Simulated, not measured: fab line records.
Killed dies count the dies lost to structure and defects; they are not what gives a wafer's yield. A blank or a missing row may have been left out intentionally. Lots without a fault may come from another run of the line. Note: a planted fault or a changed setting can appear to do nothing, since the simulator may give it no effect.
A lot that was struck, set against a sound lot ; flow n5Finfet ; 39 steps out of a route of 1938
Sound: these wafers, L430.2, L430.5, L430.6. Wafers L426.1, L426.2, L426.4 were the ones struck. The cause comes at the end.
Per side, at each step with rows, come the tool, then ch with its chambers, and then its first start. Under that, the readings that differ: sound wafers ; struck wafers ; difference of the means ; sigmas: that difference in standard deviations of wafers without a fault.
alike: readings with means less than 2 such deviations apart, plus words and numbers identical on both sides. not compared: withheld readings, readings lacking a value on some wafer, bounds such as >300 that could conceal the same value, and numbers that have no deviation in the record and whose values overlap.
Wherever a step has rows on one side only, a row that says differs or no value, or a row with sigmas, the two part there. When numbers do not overlap yet have no deviation, they are printed without sigmas and do not part them. A reading missing from all wafers of one side parts the sides only when that side holds two or more wafers.

first, 9 steps without rows for these wafers: N5_BEOL_M4_ANNEAL_95 (time 240 s); N5_BEOL_M4_SPUTTER_96 (material Cu, target thk 4.5 nm, time 8.29 s); N5_BEOL_M4_ECD_50 (material Cu, target thk 300 nm); N5_BEOL_M4_ANNEAL_51 (time 90 s); N5_BEOL_M4_CMP_52 (polishes, stops on SiOC, t overpolish 6.8 s, target thk 40 nm); N5_BEOL_M4_PRE_CLEAN_60 (time 15 s); N5_BEOL_M4_CO_CAP_55 (material Co, precursor CCTBA/H2, target thk 2 nm, time 102.1 s); N5_BEOL_M4_PRE_CLEAN_56 (time 15 s); N5_BEOL_M4_DEP_57 (deposits SiCN from 3MS/NH3, target thk 8 nm, time 14 s).
N5_BEOL_M4_RC_MEAS_101:
  sound on prober-02 ch 0, day 15 07:26; struck on prober-01 ch 0, day 14 22:59
  alike: DIBL_N, DIBL_P, IOFF_N, IOFF_P, ION_N, ION_P, SS_N, SS_P, VT_N, VT_P
then, 24 steps without rows for these wafers: N5_BEOL_M5_ILD_DEP_00 (deposits SiCOH lowk from DEMS/porogen, target thk 140.64 nm, time 25.9 s); N5_BEOL_M5_CURE_79 (cures SiCOH lowk, time 240 s); N5_BEOL_M5_PECVD_70 (deposits SiO2 from TEOS/O2, target thk 16 nm, time 18 s); N5_BEOL_M5_HM_DEP_02 (deposits TiN, target thk 20 nm); N5_BEOL_M5_COAT_59 (time 60 s, resist thk 60 nm); N5_BEOL_M5_COAT_60 (time 60 s, resist thk 12 nm); N5_BEOL_M5_COAT_71 (time 60 s, resist thk 5 nm); N5_BEOL_M5_COAT_05 (resist thk 30 nm); N5_BEOL_M5_EBR_07; N5_BEOL_M5_SOFTBAKE_06 (time 60 s); N5_BEOL_M5_EXPOSE_08 (exposes mask M5, target cd 28 nm); N5_BEOL_M5_PEB_09 (peb time 60 s); N5_BEOL_M5_DEVELOP_10 (develop time 30 s); N5_BEOL_M5_DESCUM_16 (chemistry O2, time 7 s); N5_BEOL_M5_ETCH_72 (etches underlayer in N2/H2, target depth 6.5 nm, time 5.2 s); N5_BEOL_M5_ETCH_61 (etches SiARC in CF4, target depth 15.6 nm, time 26 s); N5_BEOL_M5_ETCH_62 (etches SOC in N2/H2, target depth 75 nm, overetch 15 nm, time 112.5 s); N5_BEOL_M5_STRIP_63 (strips in N2/H2); N5_BEOL_M5_STRIP_73 (strips in N2/H2); N5_BEOL_M5_STRIP_64 (strips in CF4); N5_BEOL_M5_HM_OPEN_17 (chemistry Cl2/BCl3, target TiN, target depth 20 nm, overetch 6 nm); N5_BEOL_M5_STRIP_19 (strips in O2); N5_BEOL_M5_COAT_65 (time 60 s, resist thk 60 nm); N5_BEOL_M5_COAT_66 (time 60 s, resist thk 12 nm).
N5_BEOL_M7_CMP_52: polishes, stops on SiCOH lowk, t overpolish 6.9 s, target thk 80 nm.
  sound on cmp-04 ch 0,2,3, day 16 20:05; struck on cmp-02 ch 1,2,3, day 16 11:40
  no value came back on the struck wafers for any of 6 readings (barrierFieldEndpointS (s), clearingPlatenDownForcePsi (psi) and others); on the sound wafers barrierFieldEndpointS (s) reads 29.0 29.8 30.4
reading;sound;struck;difference;sigmas
model.Cu_of_BEOL_M7_ECD_50.thkNm (nm);78.4 81.6 78.4;306 302.4 298.6;+223;
model.SiO2_of_BEOL_M7_PECVD_70.thkNm (nm);0 0 0;19.6 19.6 20.2;+19.8;
N5_BEOL_M7_THK_MEAS_53: measures by xrf.
  sound on filmMetro-02 at day 16 20:19; struck on filmMetro-02 at day 16 11:57
reading;sound;struck;difference;sigmas
M7_THK (nm);78.2 81.2 78.0;304.8 301.6 297.5;+222.2;+99 or more
N5_BEOL_M7_RS_MEAS_57: a four-point-probe measurement.
  sound on filmMetro-02 at day 16 20:28; struck on filmMetro-02 at day 16 12:05
reading;sound;struck;difference;sigmas
M7_RS (ohm/sq);0.293 0.280 0.293;0.063 0.064 0.065;-0.225;-25
N5_BEOL_M7_INSPECT_58: inspects for defects (darkfield).
  sound on defectInspect-02 at day 16 20:30; struck on defectInspect-01 at day 16 12:07
reading;sound;struck;difference;sigmas
rawDefectCount;57 95 61;1342 1340 1293;+1254;+52
-- here the record skips 3 days between the struck wafers' starts before and after, leaving off in module BEOL_M7 and picking up in module PASSIVATION (first step shown: number 1936 of the route) --
N5_PASSIVATION_PROBE_49:
  the record has rows for the struck wafers here (prober-02, day 19 12:50) and none for the sound ones

== WHERE THEY PART ==
Last at N5_PASSIVATION_PROBE_49 as far as this record goes, first at N5_BEOL_M7_CMP_52.

WHY: what the simulator had put in
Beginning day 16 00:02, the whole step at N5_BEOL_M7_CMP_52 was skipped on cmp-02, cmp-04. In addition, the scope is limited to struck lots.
